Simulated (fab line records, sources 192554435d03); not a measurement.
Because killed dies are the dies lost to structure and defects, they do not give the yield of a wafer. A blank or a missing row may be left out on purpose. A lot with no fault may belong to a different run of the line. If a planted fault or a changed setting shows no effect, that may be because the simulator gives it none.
fab line records / flow n5_finfet
[record] lots = 5 wafers = 15 last_day = 20
route steps=1938 shown BEOL_M0@739 BEOL_M1@751 PASSIVATION@1936
lots that met no fault: taken from a fault-free run of the same line
start_h: the number of hours between the record's first day and the start of the first shown wafer of the lot / wait_h: how many hours have passed since the lot's step before this one / " unchanged from the row above / L1.1+2: one row covering several wafers at once / - no value, or no start was given / * or withheld: withheld / < > ~ a bound
route shown NAME@n: names a module that has steps shown in the file, with the first one's number in the route / usual: average and standard deviation across the fault-free wafers / same: alike in all rows / chamber/n: place in a boat / sites: the reading at each site / _std_site: standard deviation of those values / _edge_site: outer sites' mean less inner sites' / radius_mm: how far each site lies from the wafer's centre / mask NAME#n: copy n / behind: the last tool/chamber to shape the wafer / hold: reason for holding the lot/hours on hold/outcome of the hold / device: whichever transistor did not switch (one of n, p or np) / end of line: at the end of the route, the tests of the same wafers / step lacking rows: just its recipe / killed: dies lost to structure and defects at the first sort, not the wafer's yield / map: shows each die of a wafer: x if killed, . if not, _ if none is there
set.NAME: the setting that was run; set.NAME@STEP: the one run at that earlier step / model.NAME: the simulator's own value behind a step, which no gauge read
lots seen at some steps along the route; tables by step, rows by wafer
services: when a tool's chamber went out of use (start_h, in hours from the record's first day, below 0 if earlier), for how many hours, and the reason
[[steps]]
[step N5_BEOL_M0_ANNEAL_135]
[recipe] temp_c = 400 time_s = 60 ambient = vacuum
[step N5_BEOL_M0_SPUTTER_141]
[recipe] material = Cu target_thk_a = 40 temp_c = -20 chamber_pressure_pa = 0.07 power_w = withheld time_s = 7.37
[step N5_BEOL_M0_ECD_118]
[recipe] material = Cu target_thk_a = 3000
[step N5_BEOL_M0_ANNEAL_119]
[recipe] temp_c = 225 time_s = 90 ambient = N2
[step N5_BEOL_M0_CMP_120]
[recipe] stop_on = SiOC t_overpolish_s = 6.9 down_force_psi = 1 platen_rpm = 50 clearing_platen_down_force_psi = 1.5 clearing_platen_rpm = 50 post_cmp_clean = cu_alkaline clearing_platen_pad_velocity_m_s = 0.99484 pad_velocity_m_s = 0.99484
[step N5_BEOL_M0_PRE_CLEAN_131]
[recipe] gas = NH3/H2 time_s = 15 temp_c = * rf_power_w = 300
[step N5_BEOL_M0_CO_CAP_123]
[recipe] material = Co target_thk_a = 20 temp_c = 200 precursor = CCTBA/H2 pressure_torr = 30 time_s = 102.1
[step N5_BEOL_M0_PRE_CLEAN_124]
[recipe] gas = NH3 time_s = 15 temp_c = withheld rf_power_w = 300
[step N5_BEOL_M0_DEP_125]
[recipe] material = SiCN target_thk_a = 80 temp_c = withheld precursor = 3MS/NH3 pressure_torr = 3 rf_w = 202 time_s = 14
[step N5_BEOL_M1_ILD_DEP_00]
[recipe] material = SiOC target_thk_a = 790 temp_c = 350 precursor = DEMS/O2 pressure_torr = 5 rf_w = 500 time_s = 15.3
[usual] chamber_pressure_Torr = 5.002/0.011 heater_power_outer_w = 281/40 heater_power_w = 526/74 showerhead_plenum_p_Torr = 5.690/0.014 throttle_valve_pct = 11.9/0.62
lot.wafer=L997.4 tool=pecvd-03 chamber=1 start_h=154.63 wait_h=0.1 chamber_pressure_Torr=5.002 heater_power_outer_w=265 heater_power_w=467 showerhead_plenum_p_Torr=5.675 throttle_valve_pct=11.5
lot.wafer=L997.5 tool=pecvd-03 chamber=2 start_h=154.63 wait_h=0.1 chamber_pressure_Torr=5.003 heater_power_outer_w=317 heater_power_w=638 showerhead_plenum_p_Torr=5.689 throttle_valve_pct=11.2
lot.wafer=L997.6 tool=pecvd-03 chamber=1 start_h=154.63 wait_h=0.1 chamber_pressure_Torr=4.999 heater_power_outer_w=270 heater_power_w=465 showerhead_plenum_p_Torr=5.673 throttle_valve_pct=11.5
lot.wafer=L105.3 tool=pecvd-03 chamber=2 start_h=205.09 wait_h=0.0 chamber_pressure_Torr=- heater_power_outer_w=- heater_power_w=- showerhead_plenum_p_Torr=- throttle_valve_pct=-
lot.wafer=L105.4 tool=pecvd-03 chamber=1 start_h=205.09 wait_h=0.0 chamber_pressure_Torr=- heater_power_outer_w=- heater_power_w=- showerhead_plenum_p_Torr=- throttle_valve_pct=-
lot.wafer=L105.6 tool=pecvd-03 chamber=0 start_h=205.09 wait_h=0.0 chamber_pressure_Torr=- heater_power_outer_w=- heater_power_w=- showerhead_plenum_p_Torr=- throttle_valve_pct=-
lot.wafer=L106.2 tool=pecvd-03 chamber=0 start_h=216.76 wait_h=0.0 chamber_pressure_Torr=- heater_power_outer_w=- heater_power_w=- showerhead_plenum_p_Torr=- throttle_valve_pct=-
lot.wafer=L106.4 tool=pecvd-03 chamber=0 start_h=216.76 wait_h=0.0 chamber_pressure_Torr=- heater_power_outer_w=- heater_power_w=- showerhead_plenum_p_Torr=- throttle_valve_pct=-
lot.wafer=L106.5 tool=pecvd-03 chamber=2 start_h=216.76 wait_h=0.0 chamber_pressure_Torr=- heater_power_outer_w=- heater_power_w=- showerhead_plenum_p_Torr=- throttle_valve_pct=-
lot.wafer=L107.1 tool=pecvd-01 chamber=2 start_h=217.77 wait_h=0.0 chamber_pressure_Torr=- heater_power_outer_w=- heater_power_w=- showerhead_plenum_p_Torr=- throttle_valve_pct=-
lot.wafer=L107.4 tool=pecvd-01 chamber=1 start_h=217.77 wait_h=0.0 chamber_pressure_Torr=- heater_power_outer_w=- heater_power_w=- showerhead_plenum_p_Torr=- throttle_valve_pct=-
lot.wafer=L107.6 tool=pecvd-01 chamber=2 start_h=217.77 wait_h=0.0 chamber_pressure_Torr=- heater_power_outer_w=- heater_power_w=- showerhead_plenum_p_Torr=- throttle_valve_pct=-
lot.wafer=L115.3 tool=pecvd-02 chamber=0 start_h=265.96 wait_h=0.0 chamber_pressure_Torr=5.010 heater_power_outer_w=291 heater_power_w=584 showerhead_plenum_p_Torr=5.713 throttle_valve_pct=12.7
lot.wafer=L115.5 tool=pecvd-02 chamber=1 start_h=265.96 wait_h=0.0 chamber_pressure_Torr=4.999 heater_power_outer_w=225 heater_power_w=433 showerhead_plenum_p_Torr=5.690 throttle_valve_pct=12.1
lot.wafer=L115.6 tool=pecvd-02 chamber=0 start_h=265.96 wait_h=0.0 chamber_pressure_Torr=4.996 heater_power_outer_w=295 heater_power_w=586 showerhead_plenum_p_Torr=5.712 throttle_valve_pct=12.5
[step N5_BEOL_M1_PECVD_72]
[recipe] material = SiO2 target_thk_a = 160 temp_c = 400 precursor = TEOS/O2 pressure_torr = 5.5 rf_w = 450 teos_flow_sccm = 53.8 gas = O2 flow_sccm = 3000 time_s = 18
[step N5_BEOL_M1_HM_DEP_02]
[recipe] material = TiN target_thk_a = 200 temp_c = 25 chamber_pressure_pa = 0.49996
[step N5_BEOL_M1_COAT_61]
[recipe] resist = SOC temp_c = 250 time_s = 60 spin_rpm = 1500 resist_thk_nm = 60
[step N5_BEOL_M1_COAT_62]
[recipe] resist = SiARC temp_c = 220 time_s = 60 spin_rpm = 1500 resist_thk_nm = 12
[step N5_BEOL_M1_COAT_73]
[recipe] resist = underlayer temp_c = 205 time_s = 60 spin_rpm = 1500 resist_thk_nm = 5
[step N5_BEOL_M1_COAT_05]
[recipe] resist = CAR-EUV spin_rpm = 1500 resist_thk_nm = 30
[step N5_BEOL_M1_EBR_07]
[recipe] solvent = PGMEA ebr_width_mm = 1.5
[step N5_BEOL_M1_SOFTBAKE_06]
[recipe] temp_c = 110 time_s = 60 resist = CAR-EUV
[step N5_BEOL_M1_EXPOSE_08]
[recipe] mask_id = M1 na = 0.33 source_shape = dipole sigma_inner = 0.369 sigma_outer = 0.767 polarization = unpolarized dose_mj = 33
[step N5_BEOL_M1_PEB_09]
[recipe] peb_temp_c = 100 peb_time_s = 60 resist = CAR-EUV
[step N5_BEOL_M1_DEVELOP_10]
[recipe] develop_time_s = 30 developer = TMAH resist = CAR-EUV rinse_liquid = surfactant_rinse dry = air_spin dev_temp_c = 23
[step N5_BEOL_M1_DESCUM_16]
[recipe] chemistry = O2 time_s = 7 source_power_w = 50 bias_power_w = 20 pressure_mtorr = 20 rf_frequency_hz = 2.712e+07 temp_c = 40 resist = CAR-EUV o2_flow_sccm = 225
[step N5_BEOL_M1_ETCH_74]
[recipe] chemistry = N2/H2 target = underlayer target_depth_a = 65 mask_material = CAR-EUV time_s = 5.2 ion_energy_ev = 200 pressure_mtorr = 30 source_w = 840 bias_w = 150 n2_flow_sccm = 200 h2_flow_sccm = 200 ends = cleared
[step N5_BEOL_M1_ETCH_63]
[recipe] chemistry = CF4 target = SiARC target_depth_a = 156 mask_material = CAR-EUV time_s = 26 ion_energy_ev = 80 pressure_mtorr = 40 source_w = 545 bias_w = 36 Ar_flow_sccm = 100 cf4_flow_sccm = 100 ends = cleared
[step N5_BEOL_M1_ETCH_64]
[recipe] chemistry = N2/H2 target = SOC target_depth_a = 750 overetch_a = 150 mask_material = SiARC temp_c = 40 time_s = 112.5 ion_energy_ev = 200 pressure_mtorr = 30 source_w = 840 bias_w = 150 n2_flow_sccm = 200 h2_flow_sccm = 200
[step N5_BEOL_M1_STRIP_65]
[recipe] chemistry = N2/H2 temp_c = 40 n2_flow_sccm = 200 h2_flow_sccm = 200 rf_frequency_hz = 6e+07
[step N5_BEOL_M1_STRIP_75]
[recipe] chemistry = N2/H2 temp_c = 40 n2_flow_sccm = 200 h2_flow_sccm = 200 rf_frequency_hz = 6e+07
[step N5_BEOL_M1_STRIP_66]
[recipe] chemistry = CF4 resist = SiARC power_w = 300 bias_power_w = 75 pressure_mtorr = 50 cf4_flow_sccm = 150 rf_frequency_hz = 6e+07
[step N5_BEOL_M1_HM_OPEN_17]
[recipe] chemistry = Cl2/BCl3 target_depth_a = 200 overetch_a = 60 target = TiN mask_material = SOC ion_energy_ev = 150 pressure_mtorr = 10 icp_w = 1000 bias_w = 126 Cl2_flow_sccm = 53.25 bcl3_flow_sccm = 21.75 Ar_flow_sccm = 25
[step N5_BEOL_M1_STRIP_19]
[recipe] chemistry = O2 power_w = 400 temp_c = 40 pressure_mtorr = 30 rf_frequency_hz = 6e+07 bias_power_w = 0 overash_fraction = 0.2 o2_flow_sccm = 225
[step N5_BEOL_M1_COAT_67]
[recipe] resist = SOC temp_c = 250 time_s = 60 spin_rpm = 1500 resist_thk_nm = 60
[step N5_BEOL_M1_COAT_68]
[recipe] resist = SiARC temp_c = 220 time_s = 60 spin_rpm = 1500 resist_thk_nm = 12
[step N5_BEOL_M1_COAT_76]
[recipe] resist = underlayer temp_c = 205 time_s = 60 spin_rpm = 1500 resist_thk_nm = 5
[step N5_BEOL_M1_COAT_22]
[recipe] resist = CAR-EUV spin_rpm = 1500 resist_thk_nm = 30
[step N5_BEOL_M1_OCD_MEAS_38]
[usual] trench_depth_nm = 55.0/1.2
lot.wafer=L997.4 tool=ocd-02 chamber=- start_h=160.69 wait_h=- trench_depth_nm=53.0
lot.wafer=L997.5 tool=ocd-02 chamber=- start_h=160.69 wait_h=- trench_depth_nm=56.7
lot.wafer=L997.6 tool=ocd-02 chamber=- start_h=160.69 wait_h=- trench_depth_nm=56.2
lot.wafer=L105.3 tool=ocd-02 chamber=- start_h=236.17 wait_h=- trench_depth_nm=-
lot.wafer=L105.4 tool=ocd-02 chamber=- start_h=236.17 wait_h=- trench_depth_nm=-
lot.wafer=L105.6 tool=ocd-02 chamber=- start_h=236.17 wait_h=- trench_depth_nm=-
lot.wafer=L106.2 tool=ocd-02 chamber=- start_h=239.96 wait_h=- trench_depth_nm=-
lot.wafer=L106.4 tool=ocd-02 chamber=- start_h=239.96 wait_h=- trench_depth_nm=-
lot.wafer=L106.5 tool=ocd-02 chamber=- start_h=239.96 wait_h=- trench_depth_nm=-
lot.wafer=L107.1 tool=ocd-01 chamber=- start_h=239.98 wait_h=- trench_depth_nm=-
lot.wafer=L107.4 tool=ocd-01 chamber=- start_h=239.98 wait_h=- trench_depth_nm=-
lot.wafer=L107.6 tool=ocd-01 chamber=- start_h=239.98 wait_h=- trench_depth_nm=-
lot.wafer=L115.3 tool=ocd-01 chamber=- start_h=272.61 wait_h=- trench_depth_nm=53.2
lot.wafer=L115.5 tool=ocd-01 chamber=- start_h=272.61 wait_h=- trench_depth_nm=55.7
lot.wafer=L115.6 tool=ocd-01 chamber=- start_h=272.61 wait_h=- trench_depth_nm=53.5
[step N5_PASSIVATION_PROBE_49]
[usual] defect_limited_yield = 91.3/1.4 killed_at_M0_to_M3 = 34/10 killed_at_M4_up = 14/5.5 killed_at_contacts = 12/6 killed_at_front_end = 40/10 killed_at_other = 3.0/2.4 killed_dies = 103/17 killed_on_rim = 13/4.3 killed_open = 68/13 killed_short = 34/7.8 sort_bin_5_function = 5.1/0.97 sort_bin_6_memory = 3.3/0.66 sort_bin_8_speed = 0.02/0.12 sort_n_pass = 1077/17 sort_yield_pct = 91.2/1.4
[same] gross_dies = 1180 killed_at_back_side = 0 sort_bin_4_leakage[%] = 0
lot.wafer=L107.1 tool=prober-01 chamber=- start_h=416.60 wait_h=0.0 defect_limited_yield[%]=0 killed_at_M0_to_M3=1172 killed_at_M4_up=5 killed_at_contacts=0 killed_at_front_end=3 killed_at_other=0 killed_dies=1180 killed_on_rim=152 killed_open=8 killed_short=5 sort_bin_5_function[%]=70.9 sort_bin_6_memory[%]=3.1 sort_bin_8_speed[%]=0 sort_n_pass=0 sort_yield_pct[%]=0
lot.wafer=L107.4 tool=prober-01 chamber=- start_h=416.75 wait_h=0.2 defect_limited_yield[%]=0 killed_at_M0_to_M3=1167 killed_at_M4_up=1 killed_at_contacts=2 killed_at_front_end=9 killed_at_other=1 killed_dies=1180 killed_on_rim=152 killed_open=14 killed_short=8 sort_bin_5_function[%]=75.2 sort_bin_6_memory[%]=3.1 sort_bin_8_speed[%]=0 sort_n_pass=0 sort_yield_pct[%]=0
lot.wafer=L107.6 tool=prober-01 chamber=- start_h=416.85 wait_h=0.3 defect_limited_yield[%]=0 killed_at_M0_to_M3=1169 killed_at_M4_up=2 killed_at_contacts=1 killed_at_front_end=8 killed_at_other=0 killed_dies=1180 killed_on_rim=152 killed_open=12 killed_short=7 sort_bin_5_function[%]=74.3 sort_bin_6_memory[%]=2.5 sort_bin_8_speed[%]=0 sort_n_pass=0 sort_yield_pct[%]=0
// killed by level:class
L107.1 BEOL_M1:lost_pattern=1160 BEOL_M1:area_dep=7 BEOL_M7:geometric_particle:open=3 BEOL_M0_SAQP:geometric_particle:short=2 BEOL_M3:geometric_particle:open=2 BEOL_M4:geometric_particle:open=2 STI_FIN_REVEAL:geometric_particle:short=1 DUMMY_GATE:geometric_particle:open=1
L107.4 BEOL_M1:lost_pattern=1157 FIN_SAQP:geometric_particle:open=3 BEOL_M0_SAQP:geometric_particle:short=3 FIN_SAQP:geometric_particle:short=2 MOL_CONTACT_COAG:geometric_particle:open=2 BEOL_M3:geometric_particle:open=2 STI_FIN_REVEAL:geometric_particle:open=1 DUMMY_GATE:geometric_particle:open=1
L107.6 BEOL_M1:lost_pattern=1158 FIN_SAQP:geometric_particle:short=3 STI_FIN_REVEAL:geometric_particle:open=3 BEOL_M0_SAQP:geometric_particle:short=3 BEOL_M1:area_dep=3 BEOL_M0_SAQP:geometric_particle:open=2 BEOL_M3:geometric_particle:open=2 FIN_SAQP:geometric_particle:open=1
// map L107.1 (x killed, . not)
_________________xxxxxxxxxxxx________________
______________xxxxxxxxxxxxxxxxxx_____________
___________xxxxxxxxxxxxxxxxxxxxxxxx__________
__________xxxxxxxxxxxxxxxxxxxxxxxxxx_________
________xxxxxxxxxxxxxxxxxxxxxxxxxxxxxx_______
_______xxxxxxxxxxxxxxxxxxxxxxxxxxxxxxxx______
______xxxxxxxxxxxxxxxxxxxxxxxxxxxxxxxxxx_____
_____xxxxxxxxxxxxxxxxxxxxxxxxxxxxxxxxxxxx____
____xxxxxxxxxxxxxxxxxxxxxxxxxxxxxxxxxxxxxx___
___xxxxxxxxxxxxxxxxxxxxxxxxxxxxxxxxxxxxxxxx__
___xxxxxxxxxxxxxxxxxxxxxxxxxxxxxxxxxxxxxxxx__
__xxxxxxxxxxxxxxxxxxxxxxxxxxxxxxxxxxxxxxxxxx_
__xxxxxxxxxxxxxxxxxxxxxxxxxxxxxxxxxxxxxxxxxx_
_xxxxxxxxxxxxxxxxxxxxxxxxxxxxxxxxxxxxxxxxxxxx
_xxxxxxxxxxxxxxxxxxxxxxxxxxxxxxxxxxxxxxxxxxxx
_xxxxxxxxxxxxxxxxxxxxxxxxxxxxxxxxxxxxxxxxxxxx
_xxxxxxxxxxxxxxxxxxxxxxxxxxxxxxxxxxxxxxxxxxxx
_xxxxxxxxxxxxxxxxxxxxxxxxxxxxxxxxxxxxxxxxxxxx
_xxxxxxxxxxxxxxxxxxxxxxxxxxxxxxxxxxxxxxxxxxxx
_xxxxxxxxxxxxxxxxxxxxxxxxxxxxxxxxxxxxxxxxxxxx
_xxxxxxxxxxxxxxxxxxxxxxxxxxxxxxxxxxxxxxxxxxxx
__xxxxxxxxxxxxxxxxxxxxxxxxxxxxxxxxxxxxxxxxxx_
__xxxxxxxxxxxxxxxxxxxxxxxxxxxxxxxxxxxxxxxxxx_
___xxxxxxxxxxxxxxxxxxxxxxxxxxxxxxxxxxxxxxxx__
___xxxxxxxxxxxxxxxxxxxxxxxxxxxxxxxxxxxxxxxx__
____xxxxxxxxxxxxxxxxxxxxxxxxxxxxxxxxxxxxxx___
_____xxxxxxxxxxxxxxxxxxxxxxxxxxxxxxxxxxxx____
______xxxxxxxxxxxxxxxxxxxxxxxxxxxxxxxxxx_____
_______xxxxxxxxxxxxxxxxxxxxxxxxxxxxxxxx______
________xxxxxxxxxxxxxxxxxxxxxxxxxxxxxx_______
__________xxxxxxxxxxxxxxxxxxxxxxxxxx_________
___________xxxxxxxxxxxxxxxxxxxxxxxx__________
______________xxxxxxxxxxxxxxxxxx_____________
_________________xxxxxxxxxxxx________________
// map L997.4 (x killed, . not)
_________________............________________
______________.......x.........._____________
___________.................x......__________
__________......x..................._________
________............xx...............x_______
_______................................______
______x.x.......xx..x...........x......x_____
_____.......x............................____
____...x................................xx___
___.................x.......x...x........xx__
___x.....xx.........................x......__
__............x.....................xx......_
__.....x..x.............x....xx..........x.._
_...................x.......x...xx......xxx.x
_.................................xxx......x.
_...xx..x.....x..x......x..............x.x...
_...........xx..x...........x................
_............................xx...x..xx.x....
_...........x........................xx......
_.x.....x....x...........x...................
_...........x..x...............x......x....x.
__.x......................x.......x........._
__..x..........x....................x.....x._
___....x.......x.....x.x......x..........x.__
___.x.......x.......................x..xx..__
____....x......x............x.............___
_____....................................____
______..x.x.........x..........x........_____
_______...x.x..........................______
________..................x..xx.....x._______
__________.........................._________
___________.......x................__________
______________.......x.x....x..._____________
_________________..x......x..________________
[[services]]
tool=pecvd-03 chamber=0 start_h=144.63 hours=19.6 kind=repair
tool=pecvd-01 chamber=- start_h=160.83 hours=0.8 kind=repair
tool=pecvd-02 chamber=2 start_h=163.09 hours=76.1 kind=repair
tool=pecvd-01 chamber=- start_h=203.81 hours=0.8 kind=pm
tool=pecvd-01 chamber=- start_h=218.69 hours=0.9 kind=repair
tool=pecvd-02 chamber=0 start_h=234.70 hours=5.0 kind=scheduled_down
tool=pecvd-01 chamber=2 start_h=236.31 hours=2.1 kind=scheduled_down
tool=pecvd-03 chamber=1 start_h=243.89 hours=5.5 kind=scheduled_down
[[key]]
[first_sign] step = N5_BEOL_M1_ILD_DEP_00 reading = tool_record direction = missing
[effect] step = N5_BEOL_M1_OCD_MEAS_38 reading = trench_depth_nm direction = missing
[effect] step = N5_PASSIVATION_PROBE_49 reading = killed_at_M0_to_M3 direction = up sigmas = 99+ usual = 34 struck = 1169
met_at N5_BEOL_M1_ILD_DEP_00
struck_wafers L105.3,L105.4,L105.6,L106.2,L106.4,L106.5,L107.1,L107.4,L107.6
rows_end L105.3,L105.4,L105.6
later_rows_left_out L106.2,L106.4,L106.5,L107.1,L107.4,L107.6
sort_left_out L106.2,L106.4,L106.5
onset_between 154.63 205.09
[fault] kind = skipped_step_whole tool = pecvd-01,pecvd-03 chamber = - onset_h = 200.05 steps = N5_BEOL_M1_ILD_DEP_00 scope = struck_lots_only
// sort_left_out: the simulated sort isn't trusted on such a fault, so these wafers' sort isn't shown, and their yield isn't known
// later_rows_left_out: the simulator's readings of these wafers behind a module that went badly wrong aren't trusted and aren't shown, but for the sort
// rows_end: these wafers met a further fault down the route, and their rows from its step on are left out
